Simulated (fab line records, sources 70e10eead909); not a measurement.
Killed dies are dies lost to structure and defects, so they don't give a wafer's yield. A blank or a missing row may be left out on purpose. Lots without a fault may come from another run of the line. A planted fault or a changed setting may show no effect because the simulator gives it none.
Tool commonality check | flow nand_harc | 13 lots, 45 wafers sampled

WHY IT WAS OPENED
At NHARC_A_SGD_CUT_INSPECT_25 the reading raw_defect_count is flagged on 2 of 13 lots. Wafers without a fault read 381, standard deviation 87.
Rule: a lot is flagged when every wafer of it that has a number lies more than 4 standard deviations from that mean, or none has a number. The other lots count as sound.

lot  | measured     | on                | raw_defect_count, wafer by wafer | flag
L573 | day 21 18:58 | defect_inspect-02 | 303 229 261                      |
L572 | day 21 22:20 | defect_inspect-02 | 343 324 375                      |
L581 | day 24 02:20 | defect_inspect-01 | 1141 1159 1074 1137 1169 1068    | FLAGGED
L582 | day 24 22:16 | defect_inspect-02 | 997 962 1023 993 948 1024        | FLAGGED
L585 | day 25 13:49 | defect_inspect-02 | 453 576 477                      |
L584 | day 25 21:05 | defect_inspect-02 | 444 416 395                      |
L586 | day 27 12:40 | defect_inspect-02 | 405 580 680                      |
L587 | day 27 12:40 | defect_inspect-01 | 401 359 334                      |
L588 | day 27 12:47 | defect_inspect-01 | 376 327 441                      |
L590 | day 28 06:54 | defect_inspect-02 | 300 288 326                      |
L589 | day 28 06:54 | defect_inspect-01 | 249 256 228                      |
L591 | day 28 18:07 | defect_inspect-01 | 296 335 241                      |
L592 | day 28 18:08 | defect_inspect-02 | 506 605 517                      |
The numbers of the flagged lots are 1058 on average: +677 against the usual, or +8 standard deviations.

WHICH TOOL RAN EACH LOT
The record holds 3 process steps before the reading, out of a route of 1302 steps. In each cell: the tool, then ch and the chambers that the sampled wafers went through, then the start.
lot  | flag    | NHARC_A_SGD_CUT_DEP_00          | NHARC_A_SGD_CUT_ETCH_26             | NHARC_A_SGD_CUT_STRIP_28
L573 |         | pecvd-01 ch 0,1, day 21 11:16   | wet_bench-04 ch 2,3,4, day 21 18:35 | rie_diel-07 ch 0,2,3, day 21 18:58 or earlier
L572 |         | pecvd-02 ch 0,1, day 21 14:38   | wet_bench-06 ch 0,1,7, day 21 21:58 | rie_diel-01 ch 0,1,3, day 21 22:20 or earlier
L581 | FLAGGED | pecvd-02 ch 0,1,2, day 23 17:12 | wet_bench-04 ch 0,3,4, day 24 01:55 | rie_diel-01 ch 1,2,3, day 24 02:20 or earlier
L582 | FLAGGED | pecvd-04 ch 0,1,2, day 24 14:29 | wet_bench-04 ch 0,5,6, day 24 21:53 | rie_diel-10 ch 0,1,3, day 24 22:16 or earlier
L585 |         | pecvd-02 ch 0,1, day 25 07:22   | wet_bench-02 ch 0,5,7, day 25 13:25 | rie_diel-10 ch 1,2,3, day 25 13:49 or earlier
L584 |         | pecvd-04 ch 0,1,2, day 25 12:35 | wet_bench-06 ch 0,2,4, day 25 20:42 | rie_diel-01 ch 0,1,3, day 25 21:05 or earlier
L586 |         | pecvd-01 ch 0,1, day 27 04:46   | wet_bench-02 ch 2,5,7, day 27 12:16 | rie_diel-01 ch 0,1,3, day 27 12:40 or earlier
L587 |         | pecvd-04 ch 0,2, day 27 05:21   | wet_bench-06 ch 2,4,6, day 27 12:16 | rie_diel-10 ch 1,2,3, day 27 12:40 or earlier
L588 |         | pecvd-02 ch 1,2, day 27 04:53   | wet_bench-04 ch 0,5,6, day 27 12:23 | rie_diel-07 ch 1,2,3, day 27 12:47 or earlier
L590 |         | pecvd-02 ch 0,2, day 27 21:02   | wet_bench-06 ch 4,5,6, day 28 06:28 | rie_diel-01 ch 0,1,2, day 28 06:47
L589 |         | pecvd-04 ch 0,1,2, day 27 20:49 | wet_bench-04 ch 0,5,7, day 28 06:28 | rie_diel-10 ch 1,2, day 28 06:54 or earlier
L591 |         | pecvd-04 ch 0,1,2, day 28 10:49 | wet_bench-04 ch 1,6,7, day 28 17:41 | rie_diel-07 ch 0,1,2, day 28 18:01
L592 |         | pecvd-02 ch 1,2, day 28 11:09   | wet_bench-06 ch 1,4,5, day 28 17:41 | rie_diel-01 ch 0,1, day 28 18:02
What these steps do:
- NHARC_A_SGD_CUT_DEP_00: deposits SiNx, target thk 50 nm.
- NHARC_A_SGD_CUT_ETCH_26: etches SiO2 in dHF, target depth 45.8 nm.
- NHARC_A_SGD_CUT_STRIP_28: strips in O2, time 20 s.
- NHARC_A_SGD_CUT_INSPECT_25

FLAGGED OVER TOTAL, TOOL BY TOOL (the gauges that took the reading come last)
step                       | tool              | lots run | flagged | share of the flagged lots | sound lots run after its first flagged lot
NHARC_A_SGD_CUT_DEP_00     | pecvd-01          | 2        | 0       | none                      | -
NHARC_A_SGD_CUT_DEP_00     | pecvd-02          | 6        | 1       | some                      | 4 (L585,L588,L590,L592)
NHARC_A_SGD_CUT_DEP_00     | pecvd-04          | 5        | 1       | some                      | 4 (L584,L587,L589,L591)
NHARC_A_SGD_CUT_ETCH_26    | wet_bench-02      | 2        | 0       | none                      | -
NHARC_A_SGD_CUT_ETCH_26    | wet_bench-04      | 6        | 2       | all                       | 3 (L588,L589,L591)
NHARC_A_SGD_CUT_ETCH_26    | wet_bench-06      | 5        | 0       | none                      | -
NHARC_A_SGD_CUT_STRIP_28   | rie_diel-01       | 6        | 1       | some                      | 4 (L584,L586,L590,L592)
NHARC_A_SGD_CUT_STRIP_28   | rie_diel-07       | 3        | 0       | none                      | -
NHARC_A_SGD_CUT_STRIP_28   | rie_diel-10       | 4        | 1       | some                      | 3 (L585,L587,L589)
NHARC_A_SGD_CUT_INSPECT_25 | defect_inspect-01 | 5        | 1       | some                      | 4 (L587,L588,L589,L591)
NHARC_A_SGD_CUT_INSPECT_25 | defect_inspect-02 | 8        | 1       | some                      | 5 (L585,L584,L586,L590,L592)
NHARC_A_SGD_CUT_STRIP_28 gives no start for some lots, so the hours and the order of its lots are those of NHARC_A_SGD_CUT_INSPECT_25.

WHAT THE TABLE ALLOWS
1 row of the table ran every flagged lot: wet_bench-04 at NHARC_A_SGD_CUT_ETCH_26.
- wet_bench-04 at NHARC_A_SGD_CUT_ETCH_26: 2 of its 6 lots flagged. Sound lots ran on it after the first flagged one (L588, L589, L591), which a lasting fault on the whole tool wouldn't allow.
No row of the table ran every flagged lot and no sound lot after the first.

WHAT THE SIMULATOR HAD PUT IN
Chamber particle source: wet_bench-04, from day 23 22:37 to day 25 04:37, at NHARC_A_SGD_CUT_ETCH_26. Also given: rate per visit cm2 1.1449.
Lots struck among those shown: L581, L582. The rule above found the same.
